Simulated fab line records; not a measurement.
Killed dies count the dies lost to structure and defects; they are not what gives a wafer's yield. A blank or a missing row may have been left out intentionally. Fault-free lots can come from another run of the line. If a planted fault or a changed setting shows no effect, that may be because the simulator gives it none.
What tool caused it? || flow n5_finfet || 6 lots, 18 wafers sampled, at 2 steps of a route of 1938

WHAT EACH GAUGE READ, for each wafer
N5_FIN_SAQP_OCD_MEAS_76.
{"lot": "L373", "measured": "day 3 02:50", "on": "ocd-02", "trench_depth_nm (nm)": "121.2 122.8 120.1"}
{"lot": "L381", "measured": "day 5 04:38", "on": "ocd-01", "trench_depth_nm (nm)": "117.1 121.7 121.3"}
{"lot": "L383", "measured": "day 5 14:01", "on": "ocd-02", "trench_depth_nm (nm)": "121.7 120.5 121.3"}
{"lot": "L385", "measured": "day 6 01:44", "on": "ocd-01", "trench_depth_nm (nm)": "121.6 123.1 120.3"}
{"lot": "L390", "measured": "day 7 07:45", "on": "ocd-01", "trench_depth_nm (nm)": "120.9 120.5 119.4"}
{"lot": "L392", "measured": "day 7 20:29", "on": "ocd-02", "trench_depth_nm (nm)": "120.3 116.9 119.1"}

WHICH TOOL RAN EACH LOT (tool, then ch and the chambers of the sampled wafers, then the start)
{"lot": "L373", "N5_FIN_SAQP_SPACER2_ETCHBACK_29": "rie_diel-04 ch 0,1,3, day 3 02:04"}
{"lot": "L381", "N5_FIN_SAQP_SPACER2_ETCHBACK_29": "rie_diel-01 ch 0,3, day 5 03:52"}
{"lot": "L383", "N5_FIN_SAQP_SPACER2_ETCHBACK_29": "rie_diel-01 ch 0,3, day 5 13:16"}
{"lot": "L385", "N5_FIN_SAQP_SPACER2_ETCHBACK_29": "rie_diel-01 ch 0,2, day 6 00:59"}
{"lot": "L390", "N5_FIN_SAQP_SPACER2_ETCHBACK_29": "rie_diel-04 ch 0,1,3, day 7 07:00"}
{"lot": "L392", "N5_FIN_SAQP_SPACER2_ETCHBACK_29": "rie_diel-05 ch 0,1,2, day 7 19:31"}
- N5_FIN_SAQP_SPACER2_ETCHBACK_29: etches SiO2 in CHF3/O2, target depth 12.2 nm, time 6.1 s.

THE ANSWER, worked out from the rows above alone
Rule: the lots themselves supply what counts as usual. Put in order of their means at a reading, lots are off if they are a third of the lots or fewer, leave a main group of 4 or more, and stand apart from it by a gap of 3 or more times the standard deviation of the main group's means; of several such gaps the widest counts. A main group is skipped when, at the precision printed for the reading in the tables above, its means are all equal. A lot without any number at a reading at which 4 lots or more have one is off too. Any other lot the step has rows for is counted as sound.
Across all readings shown, no lot is off: no conclusion can be drawn from this.

WHAT THE SIMULATOR HAD PUT IN
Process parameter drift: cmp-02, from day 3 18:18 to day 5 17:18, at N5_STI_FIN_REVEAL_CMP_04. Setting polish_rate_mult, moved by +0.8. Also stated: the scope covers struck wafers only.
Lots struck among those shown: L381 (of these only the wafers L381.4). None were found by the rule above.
